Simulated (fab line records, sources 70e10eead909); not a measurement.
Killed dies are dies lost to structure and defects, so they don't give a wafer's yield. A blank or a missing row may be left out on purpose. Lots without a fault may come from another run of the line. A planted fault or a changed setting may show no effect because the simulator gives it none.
fab line records | flow nand_harc
record lots=24 wafers=72 last_day=33
route steps=1302 shown A_STAIRCASE@889 A_SGD_CUT@890 A_WL_FILL@956
lots that met no fault: from a run of the same line without faults
start_h: hours from the record's first day to the start of the lot's first wafer shown | wait_h: hours since the lot's step before | " the same as in the row above | L1.1+2: a row that stands for several wafers | - no value, or no start given | * or withheld: withheld | < > ~ a bound
route shown NAME@n: a module of which the file shows steps, and the number in the route of the first | usual: mean/standard deviation of fault-free wafers | same: alike in all rows | chamber/n: place in a boat | sites: the reading at each site | _std_site: their standard deviation | _edge_site: outer sites' mean less inner sites' | radius_mm: how far each site lies from the wafer's centre | mask NAME#n: copy n | behind: the tool/chamber that last shaped the wafer | hold: why the lot was held/for how many hours/how that ended | device: the transistor (n, p or np) that didn't switch | end of line: the same wafers' tests at the end of the route | a step without rows: its recipe alone | killed: dies lost to structure and defects at the first sort, not the wafer's yield | map: a wafer's dies, x killed, . not, _ none there
set.NAME: the setting as run; set.NAME@STEP: as run at that earlier step | model.NAME: the simulator's own value behind a step, which no gauge read
steps of the route over a sample of lots; a table a step, a row a wafer
services: from which hour (start_h, from the record's first day; less than 0 if before it) a tool's chamber was out of use, for how many hours, and why
## steps
# step NHARC_A_STAIRCASE_INSPECT_155
# usual raw_defect_count=464/150
# columns lot.wafer tool chamber start_h wait_h raw_defect_count
L076.3 defect_inspect-01 - 443.30 0.1 487
L076.4 " - " " 379
L076.6 " - " " 392
L075.1 defect_inspect-02 - 443.69 0.1 439
L075.4 " - " " 457
L075.5 " - " " 498
L074.1 defect_inspect-01 - 443.73 0.1 229
L074.5 " - " " 227
L074.6 " - " " 521
L078.1 defect_inspect-01 - 495.79 0.1 607
L078.3 " - " " 628
L078.6 " - " " 385
L079.3 defect_inspect-01 - 498.74 0.1 546
L079.4 " - " " 447
L079.5 " - " " 742
L077.4 defect_inspect-02 - 501.56 0.1 404
L077.5 " - " " 475
L077.6 " - " " 418
L081.1 defect_inspect-01 - 503.31 0.1 516
L081.4 " - " " 566
L081.6 " - " " 368
L080.3 defect_inspect-02 - 505.63 0.1 361
L080.4 " - " " 402
L080.5 " - " " 337
L082.1 defect_inspect-01 - 519.48 0.1 696
L082.3 " - " " 631
L082.5 " - " " 844
L083.1 defect_inspect-02 - 536.28 0.1 366
L083.2 " - " " 421
L083.6 " - " " 759
L084.1 defect_inspect-02 - 546.51 0.1 598
L084.5 " - " " 731
L084.6 " - " " 612
L085.3 defect_inspect-01 - 560.26 0.1 513
L085.5 " - " " 485
L085.6 " - " " 688
L087.1 defect_inspect-02 - 578.88 0.1 457
L087.5 " - " " 332
L087.6 " - " " 438
L088.1 defect_inspect-02 - 579.27 0.1 381
L088.3 " - " " 359
L088.6 " - " " 284
L089.2 defect_inspect-01 - 579.34 0.1 553
L089.3 " - " " 545
L089.5 " - " " 583
L086.2 defect_inspect-01 - 582.84 0.1 316
L086.4 " - " " 415
L086.6 " - " " 508
L090.2 defect_inspect-01 - 585.74 0.1 339
L090.3 " - " " 304
L090.4 " - " " 316
L092.1 defect_inspect-02 - 601.99 0.1 343
L092.2 " - " " 303
L092.5 " - " " 457
L091.2 defect_inspect-01 - 609.00 0.1 549
L091.5 " - " " 417
L091.6 " - " " 455
L094.3 defect_inspect-02 - 624.96 0.1 344
L094.4 " - " " 580
L094.6 " - " " 822
L093.2 defect_inspect-02 - 625.10 0.1 337
L093.4 " - " " 350
L093.5 " - " " 326
L095.3 defect_inspect-02 - 656.30 0.1 441
L095.5 " - " " 427
L095.6 " - " " 452
L096.1 defect_inspect-01 - 656.59 0.1 477
L096.2 " - " " 338
L096.5 " - " " 582
L097.3 defect_inspect-02 - 672.44 0.1 405
L097.4 " - " " 253
L097.5 " - " " 334
# step NHARC_A_SGD_CUT_DEP_00
# recipe target_thk_a=500 temp_c=400 target_thk_nm=50 flow_sccm=200 rf_w=450 material=SiNx
# usual heater_power_outer_w=433/56 heater_power_w=742/72
# columns lot.wafer tool chamber start_h wait_h heater_power_outer_w heater_power_w since_wet_clean_h
L076.3 pecvd-02 0 443.42 0.1 451 737 22
L076.6 " 1 " " 318 629 -
L076.4 " 2 " " 498 809 -
L075.1 pecvd-04 1 443.81 0.1 532 963 161
L075.4 " 0 " " 447 805 -
L075.5 " 1 " " 522 954 -
L074.1 pecvd-02 0 443.84 0.1 452 754 23
L074.5 " 2 " " 515 827 -
L074.6 " 0 " " 440 748 -
L078.3 pecvd-02 2 495.86 0.1 471 745 75
L078.1 " 0 " " 479 789 75
L078.6 " 0 " " 497 798 -
L079.3 pecvd-04 1 498.87 0.1 427 817 35
L079.4 " 2 " " 495 851 -
L079.5 " 1 " " 421 810 -
L077.4 pecvd-02 1 501.71 0.2 412 759 -
L077.5 " 2 " " 475 747 -
L077.6 " 0 " " 447 752 -
L081.1 pecvd-02 1 503.44 0.1 358 673 82
L081.6 " 2 " " 466 729 -
L081.4 " 0 " " 440 758 -
L080.3 pecvd-03 2 505.72 0.1 429 755 126
L080.4 " 1 " " 412 729 -
L080.5 " 0 " " 490 777 -
L082.1 pecvd-02 0 519.54 0.1 487 781 98
L082.3 " 0 " " 477 796 -
L082.5 " 2 " " 522 809 -
L083.2 pecvd-02 2 536.35 0.1 439 726 115
L083.1 " 1 " " 414 766 115
L083.6 " 1 " " 413 775 -
L084.1 pecvd-02 1 546.61 0.1 428 751 125
L084.5 " 1 " " 318 617 -
L084.6 " 2 " " 514 806 -
L085.3 pecvd-03 1 560.32 0.1 379 685 0
L085.6 " 1 " " 382 699 -
L085.5 " 2 " " 356 637 -
L087.1 pecvd-02 0 578.99 0.1 461 747 158
L087.6 " 2 " " 528 799 -
L087.5 " 0 " " 455 755 -
L088.1 pecvd-03 1 579.34 0.1 379 698 19
L088.3 " 0 " " 398 650 19
L088.6 " 1 " " 376 690 -
L089.3 pecvd-04 2 579.43 0.1 426 735 116
L089.2 " 0 " " 351 704 116
L089.5 " 2 " " 424 751 -
L086.2 pecvd-03 1 582.96 0.1 404 719 23
L086.4 " 2 " " 366 644 -
L086.6 " 1 " " 410 714 -
L090.3 pecvd-02 0 585.81 0.1 482 790 165
L090.2 " 1 " " 418 760 165
L090.4 " 2 " " 513 786 -
L092.1 pecvd-03 2 602.05 0.1 386 662 42
L092.2 " 1 " " 378 690 42
L092.5 " 2 " " 381 680 -
L091.2 pecvd-02 2 609.13 0.1 516 825 7
L091.5 " 0 " " 427 715 -
L091.6 " 2 " " 517 856 -
L094.3 pecvd-03 1 625.05 0.1 400 708 65
L094.6 " 1 " " 401 704 -
L094.4 " 2 " " 341 608 -
L093.2 pecvd-04 2 625.23 0.1 511 855 162
L093.4 " 1 " " 442 831 -
L093.5 " 2 " " 508 845 -
L095.3 pecvd-03 2 656.43 0.1 353 628 96
L095.6 " 0 " " 467 717 -
L095.5 " 2 " " 346 625 -
L096.2 pecvd-04 1 656.69 0.1 518 912 12
L096.1 " 2 " " 501 842 12
L096.5 " 0 " " 389 744 -
L097.3 pecvd-03 1 672.56 0.1 368 653 112
L097.4 " 2 " " 353 630 -
L097.5 " 1 " " 360 676 -
# step NHARC_A_SGD_CUT_ETCH_59
# recipe target_depth_a=2600 over_etch_frac=0.25 time_s=406.25 ion_energy_ev=200 n2_flow_sccm=150 h2_flow_sccm=150 ar_flow_sccm=0 rf_w=400 bias_w=150 chemistry=N2/H2
# usual drypump_motor_current_A=5.6/0.42 oes_product_au=0.996/0.013 rf_vpp_V=430.2/2.5 showerhead_plenum_p_Torr=2.03/0.084 throttle_valve_pct=14.173/0.0089
# columns lot.wafer tool chamber start_h wait_h drypump_motor_current_A oes_product_au rf_hours_counter_h rf_vpp_V showerhead_plenum_p_Torr throttle_valve_pct
L076.3 rie_diel-09 3 - - 5.6 0.999 5 432.0 2.10 14.172
L076.4 " 0 " " 5.0 0.992 4 427.7 1.93 14.161
L076.6 " 0 " " 5.0 0.992 - 425.9 1.93 14.164
L075.4 rie_diel-04 1 - - 5.4 0.991 6 431.8 2.10 14.172
L075.1 " 2 " " 5.1 0.954 6 430.8 2.08 14.163
L075.5 " 1 " " 5.4 0.998 - 433.7 2.10 14.187
L074.1 rie_diel-10 2 - - 5.2 0.985 1 434.9 2.20 14.175
L074.6 " 3 " " 6.3 0.986 - 429.2 1.96 14.174
L074.5 " 0 " " 5.1 1.004 - 430.1 2.01 14.176
L078.3 rie_diel-09 3 - - 5.6 0.984 7 430.6 2.10 14.174
L078.1 " 2 " " 6.3 0.987 7 426.9 1.89 14.177
L078.6 " 3 " " 5.6 0.985 - 432.8 2.10 14.161
L079.4 rie_diel-04 2 - - 5.1 0.973 10 430.4 2.08 14.164
L079.3 " 3 " " 5.8 0.996 10 428.0 1.93 14.177
L079.5 " 3 " " 5.8 0.991 - 425.4 1.93 14.178
L077.4 rie_diel-10 1 - - 5.9 1.004 4 428.2 2.00 14.174
L077.6 " 2 " " 5.2 0.990 - 434.8 2.20 14.168
L077.5 " 3 " " 6.4 0.988 - 428.8 1.96 14.169
L081.4 rie_diel-04 2 - - 5.1 0.977 11 431.4 2.08 14.176
L081.1 " 1 " " 5.4 0.999 12 430.7 2.09 14.158
L081.6 " 2 " " 5.1 0.973 - 433.0 2.08 14.164
L080.3 rie_diel-04 0 - - 5.5 0.996 12 431.0 2.04 14.164
L080.4 " 3 " " 5.8 0.990 12 426.2 1.93 14.172
L080.5 " 0 " " 5.5 0.996 - 429.6 2.04 14.164
L082.1 rie_diel-04 3 - - 5.8 0.995 13 427.4 1.93 14.176
L082.3 " 0 " " 5.5 0.991 13 432.0 2.04 14.173
L082.5 " 0 " " 5.5 0.988 - 431.0 2.04 14.180
L083.2 rie_diel-10 0 - - 5.1 1.007 7 429.4 2.01 14.173
L083.1 " 2 " " 5.2 0.982 7 434.8 2.20 14.184
L083.6 " 0 " " 5.1 1.004 - 429.0 2.01 14.163
L084.1 rie_diel-09 0 - - 5.0 0.968 1 427.0 1.93 14.166
L084.6 " 2 " " 6.3 0.985 - 426.9 1.89 14.175
L084.5 " 3 " " 5.6 1.010 - 433.2 2.10 14.166
L085.3 rie_diel-04 2 - - 5.1 0.996 1 433.3 2.08 14.169
L085.5 " 0 " " 5.5 1.005 - 431.1 2.04 14.180
L085.6 " 1 " " 5.4 1.013 - 430.1 2.09 14.156
L087.1 rie_diel-04 3 - - 5.8 1.017 2 427.5 1.93 14.176
L087.6 " 3 " " 5.8 1.009 - 427.1 1.93 14.169
L087.5 " 0 " " 5.5 1.002 - 430.4 2.04 14.169
L088.1 rie_diel-09 1 - - 5.8 1.014 3 432.3 2.12 14.186
L088.3 " 0 " " 5.0 0.977 3 427.6 1.93 14.175
L088.6 " 0 " " 5.0 0.991 - 427.1 1.93 14.178
L089.2 rie_diel-10 2 - - 5.2 0.990 8 434.2 2.20 14.178
L089.3 " 1 " " 5.9 0.990 8 429.2 2.00 14.162
L089.5 " 2 " " 5.2 0.984 - 435.5 2.20 14.179
L086.2 rie_diel-04 1 - - 5.4 1.021 3 431.6 2.09 14.177
L086.4 " 0 " " 5.5 1.000 2 429.3 2.04 14.165
L086.6 " 1 " " 5.4 1.012 - 432.2 2.09 14.160
L090.2 rie_diel-10 0 - - 5.1 1.008 9 430.7 2.01 14.174
L090.3 " 1 " " 5.9 1.003 8 429.0 2.00 14.184
L090.4 " 2 " " 5.2 0.992 9 434.6 2.20 14.172
L092.1 rie_diel-09 2 - - 6.2 1.001 3 426.3 1.89 14.167
L092.2 " 3 " " 5.6 1.013 4 433.1 2.10 14.181
L092.5 " 2 " " 6.3 0.987 - 427.2 1.89 14.164
L091.2 rie_diel-04 0 - - 5.5 1.015 6 429.0 2.04 14.169
L091.5 " 2 " " 5.1 0.996 - 431.3 2.07 14.182
L091.6 " 3 " " 5.8 1.006 - 427.2 1.93 14.179
L094.3 rie_diel-09 3 - - 5.6 1.013 5 431.6 2.10 14.160
L094.4 " 1 " " 5.8 1.005 - 431.6 2.12 14.199
L094.6 " 0 " " 5.0 0.981 - 426.9 1.93 14.188
L093.4 rie_diel-10 0 - - 5.1 1.002 1 428.9 2.01 14.185
L093.2 " 1 " " 5.9 0.989 2 429.6 2.00 14.167
L093.5 " 3 " " 6.4 0.987 - 428.7 1.96 14.167
L095.3 rie_diel-09 1 - - 5.8 0.999 7 432.9 2.12 14.173
L095.5 " 2 " " 6.2 0.987 - 426.6 1.89 14.181
L095.6 " 3 " " 5.6 1.022 - 432.6 2.10 14.175
L096.1 rie_diel-10 1 - - 5.9 1.002 3 428.0 2.00 14.177
L096.2 " 2 " " 5.2 0.999 3 435.3 2.20 14.156
L096.5 " 3 " " 6.4 0.992 - 428.0 1.96 14.171
L097.3 rie_diel-04 2 - - 5.1 1.002 10 431.7 2.07 14.163
L097.4 " 1 " " 5.4 1.028 9 431.1 2.09 14.178
L097.5 " 3 " " 5.8 1.008 - 427.3 1.92 14.184
# step NHARC_A_WL_FILL_CVD_03
# recipe target_thk_a=400 temp_c=300 pressure_torr=40 wf6_flow_sccm=40 h2_flow_sccm=1600 ar_flow_sccm=1560 time_s=279 material=W
# usual heater_power_outer_w=284/24 heater_power_w=488/30 throttle_valve_pct=7.7/0.34
# columns lot.wafer tool chamber start_h wait_h heater_power_outer_w heater_power_w since_wet_clean_h throttle_valve_pct
L076.4 cvd_w-01 1 470.81 0.2 275 507 - 7.2
L076.3 " 0 " " 277 468 - 7.7
L076.6 " 1 " " 279 485 - 7.3
L075.1 cvd_w-02 0 474.47 0.1 252 434 12 8.0
L075.4 " 1 " " 316 542 - 7.5
L075.5 " 1 " " 315 527 - 7.7
L074.1 cvd_w-02 0 478.19 0.1 250 454 15 8.0
L074.5 " 0 " " 250 443 - 7.9
L074.6 " 1 " " 315 539 - 7.7
L078.1 cvd_w-01 0 522.15 0.1 286 472 143 8.0
L078.3 " 0 " " 273 457 - 8.1
L078.6 " 0 " " 282 453 - 7.9
L081.1 cvd_w-01 0 526.89 0.1 279 455 148 7.8
L081.4 " 0 " " 282 463 - 7.8
L081.6 " 0 " " 278 466 - 7.7
L079.4 cvd_w-02 1 526.92 0.2 316 530 - 7.7
L079.3 " 0 " " 250 444 - 8.1
L079.5 " 0 " " 262 450 - 8.0
L077.4 cvd_w-02 1 528.95 0.2 323 538 - 7.5
L077.5 " 1 " " 317 530 - 7.7
L077.6 " 0 " " 249 454 - 8.0
L080.4 cvd_w-02 0 536.14 0.2 245 444 - 8.0
L080.3 " 1 " " 321 533 - 7.7
L080.5 " 1 " " 330 525 - 7.6
L082.1 cvd_w-02 1 547.76 0.1 320 532 85 7.5
L082.3 " 1 " " 314 525 - 7.6
L082.5 " 0 " " 247 443 - 7.9
L083.1 cvd_w-01 1 563.89 0.1 275 495 4 7.1
L083.2 " 0 " " 295 483 4 7.8
L083.6 " 1 " " 272 495 - 7.2
L084.1 cvd_w-01 0 580.67 0.1 299 486 21 8.0
L084.6 " 0 " " 295 493 - 8.3
L084.5 " 1 " " 267 483 - 7.2
L085.3 cvd_w-01 0 592.80 0.2 298 490 - 8.0
L085.6 " 1 " " 277 495 - 7.3
L085.5 " 0 " " 298 503 - 7.9
L087.1 cvd_w-02 1 609.99 0.1 318 535 147 7.8
L087.6 " 0 " " 250 449 - 8.2
L087.5 " 1 " " 321 533 - 7.9
L088.1 cvd_w-01 0 610.13 0.2 291 494 50 8.3
L088.3 " 1 " " 271 492 - 7.3
L088.6 " 0 " " 299 492 - 7.8
L089.2 cvd_w-02 1 610.29 0.2 321 539 147 7.8
L089.3 " 1 " " 318 543 - 7.5
L089.5 " 0 " " 251 445 - 8.4
L090.2 cvd_w-02 0 615.41 0.1 255 448 152 8.1
L090.4 " 1 " " 333 534 - 7.9
L090.3 " 0 " " 251 459 - 8.5
L086.2 cvd_w-01 1 615.50 0.1 275 482 56 7.2
L086.4 " 0 " " 293 485 - 8.0
L086.6 " 1 " " 276 495 - 7.3
L092.2 cvd_w-01 0 634.48 0.3 293 491 75 8.1
L092.1 " 1 " " 275 488 75 7.3
L092.5 " 1 " " 274 485 - 7.4
L091.2 cvd_w-01 1 646.40 0.1 270 485 86 7.4
L091.6 " 0 " " 296 491 - 7.9
L091.5 " 1 " " 273 490 - 7.4
L094.3 cvd_w-01 0 651.83 0.2 304 493 - 8.1
L094.4 " 1 " " 274 490 - 7.3
L094.6 " 1 " " 273 497 - 7.5
L093.2 cvd_w-01 1 652.09 0.2 272 483 92 7.5
L093.4 " 0 " " 304 485 - 8.0
L093.5 " 0 " " 289 489 - 7.7
L096.2 cvd_w-01 0 686.49 0.2 295 498 127 7.7
L096.1 " 1 " " 267 482 127 7.1
L096.5 " 0 " " 294 490 - 7.6
L095.3 cvd_w-02 1 686.64 0.2 309 538 - 8.0
L095.5 " 1 " " 306 531 - 7.8
L095.6 " 0 " " 249 449 - 8.3
L097.3 cvd_w-01 1 700.71 0.2 275 480 - 7.6
L097.4 " 0 " " 296 505 - 8.0
L097.5 " 0 " " 294 486 - 7.8
# step NHARC_A_WL_FILL_ETCHBACK_17
# recipe target_depth_a=40 time_s=26.7 chemistry=Cl2/BCl3
# usual drypump_motor_current_A=6.0/0.45 oes_product_au=0.996/0.013
# columns lot.wafer tool chamber start_h wait_h drypump_motor_current_A oes_product_au rf_hours_counter_h
L076.4 rie_metal-03 0 481.50 - 5.2 0.994 -
L076.3 " 1 " " 5.6 0.982 -
L076.6 " 0 " " 5.3 0.998 -
L075.1 rie_metal-01 1 485.45 - 6.4 0.992 1.6
L075.4 " 0 " " 6.7 0.992 -
L075.5 " 0 " " 6.7 0.994 -
L074.1 rie_metal-03 1 488.62 - 5.6 0.968 2.0
L074.6 " 0 " " 5.3 1.002 -
L074.5 " 1 " " 5.6 0.990 -
L078.1 rie_metal-02 0 535.37 - 6.0 1.013 1.4
L078.3 " 1 " " 6.2 0.978 -
L078.6 " 0 " " 5.9 1.010 -
L079.3 rie_metal-01 1 535.48 - 6.5 0.995 -
L079.4 " 0 " " 6.7 0.996 -
L079.5 " 0 " " 6.7 0.995 -
L081.1 rie_metal-02 0 538.48 - 6.0 1.004 1.4
L081.4 " 1 " " 6.2 0.988 -
L081.6 " 0 " " 6.0 1.007 -
L077.4 rie_metal-01 0 542.81 - 6.7 1.019 -
L077.5 " 0 " " 6.7 1.001 -
L077.6 " 1 " " 6.5 0.998 -
L080.3 rie_metal-03 0 547.09 - 5.3 0.996 -
L080.4 " 1 " " 5.6 0.982 -
L080.5 " 1 " " 5.7 0.987 -
L082.1 rie_metal-02 1 558.77 - 6.1 0.992 1.7
L082.3 " 0 " " 6.0 1.009 -
L082.5 " 1 " " 6.2 0.991 -
L083.1 rie_metal-03 0 575.89 - 5.3 1.009 1.2
L083.2 " 1 " " 5.6 0.985 1.2
L083.6 " 1 " " 5.6 0.999 -
L084.1 rie_metal-01 1 592.67 - 6.5 1.012 0
L084.6 " 1 " " 6.4 1.003 -
L084.5 " 0 " " 6.7 0.975 -
L085.3 rie_metal-02 1 604.32 - 6.2 1.003 -
L085.5 " 1 " " 6.2 0.999 -
L085.6 " 0 " " 6.0 1.008 -
L088.1 rie_metal-03 1 620.91 - 5.7 0.973 1.9
L088.3 " 1 " " 5.6 0.977 -
L088.6 " 0 " " 5.3 0.996 -
L087.1 rie_metal-02 0 621.21 - 6.0 1.017 2.8
L087.6 " 1 " " 6.2 0.995 -
L087.5 " 0 " " 5.9 1.005 -
L089.2 rie_metal-02 1 624.04 - 6.2 1.001 2.9
L089.3 " 1 " " 6.1 0.981 -
L089.5 " 0 " " 6.0 1.002 -
L086.2 rie_metal-03 1 626.46 - 5.6 0.985 2.2
L086.4 " 0 " " 5.3 1.006 -
L086.6 " 0 " " 5.3 1.014 -
L090.2 rie_metal-02 1 629.57 - 6.2 0.986 2.9
L090.4 " 0 " " 6.0 1.003 -
L090.3 " 1 " " 6.2 0.985 -
L092.1 rie_metal-02 1 644.99 - 6.2 0.975 0
L092.2 " 0 " " 6.0 1.008 0
L092.5 " 1 " " 6.2 0.967 -
L091.2 rie_metal-03 1 658.62 - 5.6 0.982 2.7
L091.6 " 1 " " 5.6 0.997 -
L091.5 " 0 " " 5.3 1.015 -
L094.4 rie_metal-02 1 662.73 - 6.2 0.969 -
L094.3 " 0 " " 6.0 1.012 -
L094.6 " 0 " " 6.0 1.014 -
L093.2 rie_metal-01 0 662.73 - 6.7 0.990 1.9
L093.4 " 0 " " 6.7 0.985 -
L093.5 " 1 " " 6.5 1.022 -
L096.1 rie_metal-02 1 699.94 - 6.2 0.981 0.8
L096.2 " 0 " " 5.9 1.015 0.8
L096.5 " 1 " " 6.2 0.983 -
L095.3 rie_metal-01 0 700.05 - 6.7 0.983 -
L095.6 " 1 " " 6.4 1.006 -
L095.5 " 0 " " 6.7 0.984 -
L097.3 rie_metal-01 0 711.63 - 6.7 0.981 -
L097.4 " 1 " " 6.5 1.015 -
L097.5 " 1 " " 6.5 1.025 -
# step NHARC_A_WL_FILL_INSPECT_15
# usual raw_defect_count=483/130
# columns lot.wafer tool chamber start_h wait_h raw_defect_count
L076.3 defect_inspect-01 - 488.00 0.0 455
L076.4 " - " " 514
L076.6 " - " " 484
L075.1 defect_inspect-02 - 491.75 0.0 373
L075.4 " - " " 455
L075.5 " - " " 393
L074.1 defect_inspect-02 - 494.93 0.0 584
L074.5 " - " " 561
L074.6 " - " " 390
L078.1 defect_inspect-01 - 541.64 0.0 396
L078.3 " - " " 668
L078.6 " - " " 611
L079.3 defect_inspect-02 - 541.65 0.0 360
L079.4 " - " " 320
L079.5 " - " " 333
L081.1 defect_inspect-01 - 544.87 0.0 443
L081.4 " - " " 406
L081.6 " - " " 382
L077.4 defect_inspect-02 - 549.06 0.0 355
L077.5 " - " " 345
L077.6 " - " " 368
L080.3 defect_inspect-02 - 553.41 0.0 563
L080.4 " - " " 456
L080.5 " - " " 530
L082.1 defect_inspect-01 - 565.39 0.0 719
L082.3 " - " " 591
L082.5 " - " " 579
L083.1 defect_inspect-01 - 583.34 0.0 491
L083.2 " - " " 544
L083.6 " - " " 492
L084.1 defect_inspect-01 - 598.94 0.0 462
L084.5 " - " " 412
L084.6 " - " " 483
L085.3 defect_inspect-01 - 610.66 0.0 333
L085.5 " - " " 335
L085.6 " - " " 284
L087.1 defect_inspect-02 - 627.13 0.0 604
L087.5 " - " " 525
L087.6 " - " " 454
L088.1 defect_inspect-01 - 627.15 0.0 407
L088.3 " - " " 512
L088.6 " - " " 516
L089.2 defect_inspect-02 - 630.36 0.0 786
L089.3 " - " " 364
L089.5 " - " " 587
L086.2 defect_inspect-01 - 632.88 0.0 321
L086.4 " - " " 457
L086.6 " - " " 370
L090.2 defect_inspect-01 - 635.82 0.0 511
L090.3 " - " " 556
L090.4 " - " " 424
L092.1 defect_inspect-01 - 651.21 0.0 686
L092.2 " - " " 791
L092.5 " - " " 726
L091.2 defect_inspect-02 - 664.98 0.0 476
L091.5 " - " " 414
L091.6 " - " " 373
L093.2 defect_inspect-02 - 668.94 0.0 429
L093.4 " - " " 467
L093.5 " - " " 559
L094.3 defect_inspect-02 - 669.07 0.0 477
L094.4 " - " " 443
L094.6 " - " " 367
L095.3 defect_inspect-02 - 706.32 0.0 507
L095.5 " - " " 621
L095.6 " - " " 440
L096.1 defect_inspect-02 - 706.33 0.0 383
L096.2 " - " " 419
L096.5 " - " " 458
L097.3 defect_inspect-01 - 718.77 0.0 408
L097.4 " - " " 539
L097.5 " - " " 680
## services
# columns tool chamber start_h hours kind
rie_diel-10 - 419.50 9.0 pm
rie_diel-09 1 443.02 1.3 repair
cvd_w-01 - 445.10 23.5 repair
cvd_w-02 - 450.00 13.0 pm
rie_metal-02 - 454.00 9.0 pm
rie_diel-10 3 461.16 4.1 repair
rie_diel-09 3 475.81 7.2 repair
rie_metal-01 1 492.79 25.2 repair
rie_diel-04 1 512.98 1.3 repair
rie_diel-04 - 531.90 9.0 pm
cvd_w-01 - 547.00 13.0 pm
pecvd-03 - 547.24 13.0 pm
pecvd-02 - 589.15 13.0 pm
rie_diel-04 1 604.92 8.3 repair
rie_diel-04 2 616.94 19.4 repair
rie_diel-04 1 617.14 8.9 repair
cvd_w-02 - 631.00 13.0 pm
rie_metal-02 - 631.00 9.0 pm
pecvd-03 - 651.34 0.7 repair
cvd_w-01 0 653.43 3.7 repair
pecvd-02 1 684.03 18.9 repair
rie_diel-04 - 689.60 1.2 repair
rie_diel-04 0 694.29 32.4 repair
rie_diel-04 - 709.30 9.0 pm
## key
fault none
